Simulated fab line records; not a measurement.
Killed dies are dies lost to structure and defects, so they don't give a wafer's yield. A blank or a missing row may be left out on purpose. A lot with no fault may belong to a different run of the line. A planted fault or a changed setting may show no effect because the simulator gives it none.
Commonality check across tools || flow nand harc || Lots sampled 13, wafers sampled 39

THE REASON FOR OPENING IT
Flagged at NHARC_END_SORT_01: reading killed dies, on 2 of 13 lots. Wafers without a fault read 33, standard deviation 10.
Rule: a lot gets a flag if all its wafers with a number sit over 4 standard deviations from that mean, or if no wafer of it has a number. All remaining lots are regarded as sound.

{"lot": "L397", "measured": "day 19 15:46", "on": "prober-01", "killed dies, wafer by wafer": "17 16 20", "flag": ""}
{"lot": "L400", "measured": "day 19 16:44", "on": "prober-02", "killed dies, wafer by wafer": "33 21 20", "flag": ""}
{"lot": "L396", "measured": "day 20 00:25", "on": "prober-01", "killed dies, wafer by wafer": "31 24 38", "flag": ""}
{"lot": "L399", "measured": "day 20 02:02", "on": "prober-02", "killed dies, wafer by wafer": "25 19 30", "flag": ""}
{"lot": "L398", "measured": "day 20 09:53", "on": "prober-02", "killed dies, wafer by wafer": "22 26 33", "flag": ""}
{"lot": "L401", "measured": "day 20 09:56", "on": "prober-01", "killed dies, wafer by wafer": "18 30 29", "flag": ""}
{"lot": "L402", "measured": "day 20 16:11", "on": "prober-01", "killed dies, wafer by wafer": "28 29 21", "flag": ""}
{"lot": "L403", "measured": "day 21 04:43", "on": "prober-02", "killed dies, wafer by wafer": "379 379 379", "flag": "FLAGGED"}
{"lot": "L404", "measured": "day 21 16:08", "on": "prober-01", "killed dies, wafer by wafer": "418 408 403", "flag": "FLAGGED"}
{"lot": "L416", "measured": "day 23 23:31", "on": "prober-01", "killed dies, wafer by wafer": "43 33 41", "flag": ""}
{"lot": "L414", "measured": "day 24 07:16", "on": "prober-02", "killed dies, wafer by wafer": "30 45 43", "flag": ""}
{"lot": "L417", "measured": "day 24 11:55", "on": "prober-01", "killed dies, wafer by wafer": "39 32 34", "flag": ""}
{"lot": "L419", "measured": "day 24 22:04", "on": "prober-01", "killed dies, wafer by wafer": "47 52 45", "flag": ""}
The mean of the flagged lots' numbers is 394, +361 from the usual (+36 standard deviations).

WHICH TOOL RAN EACH LOT
Before the reading, the record contains 3 process steps out of a 1159-step route. Cell contents, in order: the tool; ch with the chambers the sampled wafers went through; the start.
{"lot": "L397", "flag": "", "NHARC_A_M0_ECD_22": "ecd cu-02 ch 0,1, day 17 19:15", "NHARC_THIN_TSV_ETCHBACK_48": "rie diel-06 ch 0,2, day 18 21:53", "NHARC_THIN_TSV_ANNEAL_52": "rtp anneal-01 ch 0, day 18 23:37"}
{"lot": "L400", "flag": "", "NHARC_A_M0_ECD_22": "ecd cu-02 ch 0,1, day 18 00:40", "NHARC_THIN_TSV_ETCHBACK_48": "rie diel-03 ch 2,3, day 19 00:14", "NHARC_THIN_TSV_ANNEAL_52": "rtp anneal-02 ch 0, day 19 01:58"}
{"lot": "L396", "flag": "", "NHARC_A_M0_ECD_22": "ecd cu-02 ch 0,1, day 17 19:39", "NHARC_THIN_TSV_ETCHBACK_48": "rie diel-03 ch 0,2,3, day 18 23:24", "NHARC_THIN_TSV_ANNEAL_52": "rtp anneal-01 ch 0, day 19 01:24"}
{"lot": "L399", "flag": "", "NHARC_A_M0_ECD_22": "ecd cu-02 ch 0,1, day 17 22:51", "NHARC_THIN_TSV_ETCHBACK_48": "rie diel-06 ch 1,2,3, day 19 01:47", "NHARC_THIN_TSV_ANNEAL_52": "rtp anneal-02 ch 0, day 19 03:29"}
{"lot": "L398", "flag": "", "NHARC_A_M0_ECD_22": "ecd cu-01 ch 0,1, day 18 09:32", "NHARC_THIN_TSV_ETCHBACK_48": "rie diel-06 ch 0,1,2, day 19 11:25", "NHARC_THIN_TSV_ANNEAL_52": "rtp anneal-02 ch 0, day 19 13:11"}
{"lot": "L401", "flag": "", "NHARC_A_M0_ECD_22": "ecd cu-02 ch 0,1, day 18 06:33", "NHARC_THIN_TSV_ETCHBACK_48": "rie diel-06 ch 0,1,3, day 19 10:28", "NHARC_THIN_TSV_ANNEAL_52": "rtp anneal-02 ch 0, day 19 12:15"}
{"lot": "L402", "flag": "", "NHARC_A_M0_ECD_22": "ecd cu-02 ch 0,1, day 18 15:38", "NHARC_THIN_TSV_ETCHBACK_48": "rie diel-06 ch 0,2, day 19 18:27", "NHARC_THIN_TSV_ANNEAL_52": "rtp anneal-02 ch 0, day 19 20:11"}
{"lot": "L403", "flag": "FLAGGED", "NHARC_A_M0_ECD_22": "ecd cu-02 ch 0,1, day 19 10:35", "NHARC_THIN_TSV_ETCHBACK_48": "rie diel-03 ch 1,2, day 20 12:53", "NHARC_THIN_TSV_ANNEAL_52": "rtp anneal-02 ch 0, day 20 14:41"}
{"lot": "L404", "flag": "FLAGGED", "NHARC_A_M0_ECD_22": "ecd cu-02 ch 0,1, day 20 00:00", "NHARC_THIN_TSV_ETCHBACK_48": "rie diel-04 ch 2,3, day 21 03:34", "NHARC_THIN_TSV_ANNEAL_52": "rtp anneal-01 ch 0, day 21 05:15"}
{"lot": "L416", "flag": "", "NHARC_A_M0_ECD_22": "ecd cu-01 ch 0, day 22 01:28", "NHARC_THIN_TSV_ETCHBACK_48": "rie diel-03 ch 0,1,3, day 23 07:21", "NHARC_THIN_TSV_ANNEAL_52": "rtp anneal-02 ch 0, day 23 09:07"}
{"lot": "L414", "flag": "", "NHARC_A_M0_ECD_22": "ecd cu-01 ch 0,1, day 22 03:50", "NHARC_THIN_TSV_ETCHBACK_48": "rie diel-06 ch 0,1,2, day 23 08:40", "NHARC_THIN_TSV_ANNEAL_52": "rtp anneal-01 ch 0, day 23 10:22"}
{"lot": "L417", "flag": "", "NHARC_A_M0_ECD_22": "ecd cu-01 ch 0,1, day 22 19:02", "NHARC_THIN_TSV_ETCHBACK_48": "rie diel-06 ch 0,1,3, day 23 19:50", "NHARC_THIN_TSV_ANNEAL_52": "rtp anneal-02 ch 0, day 23 21:39"}
{"lot": "L419", "flag": "", "NHARC_A_M0_ECD_22": "ecd cu-01 ch 0,1, day 23 08:04", "NHARC_THIN_TSV_ETCHBACK_48": "rie diel-06 ch 0,2, day 24 09:31", "NHARC_THIN_TSV_ANNEAL_52": "rtp anneal-01 ch 0, day 24 11:16"}
What these steps do:
- NHARC_A_M0_ECD_22: material Cu, target thk 400 nm.
- NHARC_THIN_TSV_ETCHBACK_48: etches the open film in C4F8/Ar, target depth 1028.5 nm, time 405.17 s.
- NHARC_THIN_TSV_ANNEAL_52: time 90 s.
- NHARC_END_SORT_01

FLAGGED OVER TOTAL, TOOL BY TOOL (the gauges that took the reading come last)
{"step": "NHARC_A_M0_ECD_22", "tool": "ecd cu-01", "lots run": 5, "flagged": 0, "share of the flagged lots": "none", "sound lots run after its first flagged lot": "-"}
{"step": "NHARC_A_M0_ECD_22", "tool": "ecd cu-02", "lots run": 8, "flagged": 2, "share of the flagged lots": "all", "sound lots run after its first flagged lot": 0}
{"step": "NHARC_THIN_TSV_ETCHBACK_48", "tool": "rie diel-03", "lots run": 4, "flagged": 1, "share of the flagged lots": "some", "sound lots run after its first flagged lot": "1 (L416)"}
{"step": "NHARC_THIN_TSV_ETCHBACK_48", "tool": "rie diel-04", "lots run": 1, "flagged": 1, "share of the flagged lots": "some", "sound lots run after its first flagged lot": 0}
{"step": "NHARC_THIN_TSV_ETCHBACK_48", "tool": "rie diel-06", "lots run": 8, "flagged": 0, "share of the flagged lots": "none", "sound lots run after its first flagged lot": "-"}
{"step": "NHARC_THIN_TSV_ANNEAL_52", "tool": "rtp anneal-01", "lots run": 5, "flagged": 1, "share of the flagged lots": "some", "sound lots run after its first flagged lot": "2 (L414,L419)"}
{"step": "NHARC_THIN_TSV_ANNEAL_52", "tool": "rtp anneal-02", "lots run": 8, "flagged": 1, "share of the flagged lots": "some", "sound lots run after its first flagged lot": "2 (L416,L417)"}
{"step": "NHARC_END_SORT_01", "tool": "prober-01", "lots run": 8, "flagged": 1, "share of the flagged lots": "some", "sound lots run after its first flagged lot": "3 (L416,L417,L419)"}
{"step": "NHARC_END_SORT_01", "tool": "prober-02", "lots run": 5, "flagged": 1, "share of the flagged lots": "some", "sound lots run after its first flagged lot": "1 (L414)"}

WHAT THE TABLE ALLOWS
Rows of the table that ran each flagged lot: 1, that is ecd cu-02 at NHARC_A_M0_ECD_22.
- ecd cu-02 at NHARC_A_M0_ECD_22: 2 of its 8 lots flagged. It ran its last sound lot, L402, at day 18 15:38 and its first flagged lot, L403, at day 19 10:35: a fault with its onset between the two fits.
Just one tool remains: ecd cu-02 at NHARC_A_M0_ECD_22.

WHAT HAD BEEN PUT IN BY THE SIMULATOR
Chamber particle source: ecd cu-02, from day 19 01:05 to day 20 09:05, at NHARC_A_M0_ECD_22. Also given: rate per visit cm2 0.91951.
Struck lots among those shown: L403, L404. The rule above found the same.
